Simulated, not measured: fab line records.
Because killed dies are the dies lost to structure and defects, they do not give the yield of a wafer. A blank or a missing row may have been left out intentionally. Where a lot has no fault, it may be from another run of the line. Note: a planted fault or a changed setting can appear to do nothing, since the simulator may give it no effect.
Chamber matching || flow nand_harc || rie_diel-08 running NHARC_P_STI_DESCUM_14: 4 sister chambers
The step chemistry O2, time 3 s. 4 wafers are shown with their chamber, then 10 later ones without.

== WAFERS, EACH WITH ITS CHAMBER ==
{"wafer": "L085.2", "chamber": 2, "showerhead_plenum_p_Torr (Torr)": 1.86}
{"wafer": "L085.6", "chamber": 0, "showerhead_plenum_p_Torr (Torr)": 2.03}
{"wafer": "L087.1", "chamber": 1, "showerhead_plenum_p_Torr (Torr)": 1.81}
{"wafer": "L087.2", "chamber": 3, "showerhead_plenum_p_Torr (Torr)": 1.88}

== WAFERS WITH NO CHAMBER GIVEN ==
{"wafer": "L087.6", "showerhead_plenum_p_Torr (Torr)": 1.88}
{"wafer": "L088.1", "showerhead_plenum_p_Torr (Torr)": 1.85}
{"wafer": "L088.2", "showerhead_plenum_p_Torr (Torr)": 2.03}
{"wafer": "L088.3", "showerhead_plenum_p_Torr (Torr)": 1.88}
{"wafer": "L088.4", "showerhead_plenum_p_Torr (Torr)": 1.81}
{"wafer": "L088.5", "showerhead_plenum_p_Torr (Torr)": 1.88}
{"wafer": "L088.6", "showerhead_plenum_p_Torr (Torr)": 1.85}
{"wafer": "L095.2", "showerhead_plenum_p_Torr (Torr)": 1.81}
{"wafer": "L095.4", "showerhead_plenum_p_Torr (Torr)": 2.03}
{"wafer": "L095.5", "showerhead_plenum_p_Torr (Torr)": 1.81}

== EACH ONE'S CHAMBER ==
{"wafer": "L087.6", "from the rows above": 3, "in truth": 3}
{"wafer": "L088.1", "from the rows above": 2, "in truth": 2}
{"wafer": "L088.2", "from the rows above": 0, "in truth": 0}
{"wafer": "L088.3", "from the rows above": 3, "in truth": 3}
{"wafer": "L088.4", "from the rows above": 1, "in truth": 1}
{"wafer": "L088.5", "from the rows above": 3, "in truth": 3}
{"wafer": "L088.6", "from the rows above": 2, "in truth": 2}
{"wafer": "L095.2", "from the rows above": 1, "in truth": 1}
{"wafer": "L095.4", "from the rows above": 0, "in truth": 0}
{"wafer": "L095.5", "from the rows above": 1, "in truth": 1}
Correctly placed: 10 of 10. Can't be placed from these rows: 0. Wrongly placed: 0.
How it was worked out, from the rows above alone: a wafer's distance from a chamber is the root of the sum, over the readings, of the square of ((its reading less the chamber's mean) divided by the reading's scatter). The wafer belongs to the nearest chamber; if the next one is less than 2 further off, it can't be placed. For every chamber, the mean is computed from those of its wafers that are shown. The scatter (one wafer shown for each chamber): square how far every hidden wafer sits from the nearest shown wafer, average those squares and take the square root.
